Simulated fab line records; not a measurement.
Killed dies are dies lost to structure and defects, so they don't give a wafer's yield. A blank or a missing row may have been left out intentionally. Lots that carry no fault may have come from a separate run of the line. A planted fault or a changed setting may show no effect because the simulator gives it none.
Matching of chambers	flow n5 finfet	rie diel-02 running N5_BEOL_M1_STRIP_66: 4 sister chambers
The step strips in CF4. 22 wafers are shown with their chamber, then 11 later ones without.

## WAFERS, EACH WITH ITS CHAMBER
wafer	chamber	showerhead plenum p Torr (Torr)	throttle valve pct (%)	oes product au (a.u.)
L074.1	0	1.69	14.00	0.69
L074.4	3	1.76	13.76	0.85
L074.6	2	1.86	13.67	0.73
L075.2	2	1.86	13.67	0.72
L075.3	1	1.90	13.46	0.83
L075.4	0	1.69	14.01	0.69
L077.2	0	1.69	14.01	0.70
L077.3	1	1.90	13.47	0.83
L077.5	3	1.76	13.78	0.85
L076.2	2	1.86	13.69	0.72
L076.4	3	1.76	13.76	0.85
L076.6	0	1.69	14.00	0.70
L079.4	2	1.85	13.72	0.72
L079.5	2	1.85	13.71	0.72
L079.6	1	1.89	13.47	0.82
L088.2	3	1.76	13.81	0.82
L088.5	2	1.85	13.73	0.71
L088.6	1	1.89	13.49	0.81
L089.1	2	1.85	13.74	0.71
L089.2	1	1.89	13.51	0.81
L089.4	3	1.76	13.81	0.83
L091.3	1	1.89	13.51	0.80

SIGNATURES, as means of the wafers listed above
reading	chamber 0	chamber 1	chamber 2	chamber 3	scatter within a chamber
showerhead plenum p Torr	1.6900	1.8933	1.8543	1.7600	0.00411
throttle valve pct	14.0050	13.4850	13.7043	13.7840	0.0233
oes product au	0.6950	0.8167	0.7186	0.8400	0.0103
Rule: for each reading, subtract the chamber's mean from the wafer's reading, divide by that reading's scatter and square the result; add these up over the readings and take the root, which gives the wafer's distance from the chamber. The wafer belongs to the nearest chamber; if the next one is less than 2 further off, it can't be placed. The scatter: the root of (the sum of the squares of (reading less its chamber's mean) over the shown wafers, divided by (wafers less chambers)).

## WAFERS WITH NO CHAMBER GIVEN
wafer	showerhead plenum p Torr (Torr)	throttle valve pct (%)	oes product au (a.u.)
L091.4	1.75	13.82	0.82
L091.5	1.76	13.83	0.81
L092.1	1.89	13.51	0.80
L092.2	1.68	14.08	0.68
L092.3	1.75	13.83	0.81
L092.4	1.85	13.73	0.71
L092.5	1.85	13.73	0.71
L092.6	1.89	13.50	0.81
L095.1	1.85	13.76	0.70
L095.2	1.89	13.52	0.80
L095.6	1.85	13.75	0.70

## WHICH CHAMBER EACH WENT THROUGH
wafer	from the rows above	in truth
L091.4	3	3
L091.5	3	3
L092.1	1	1
L092.2	0	0
L092.3	3	3
L092.4	2	2
L092.5	2	2
L092.6	1	1
L095.1	2	2
L095.2	1	1
L095.6	2	2
Correctly placed: 11 of 11. From these rows, 0 cannot be placed. Placed wrongly: 0.
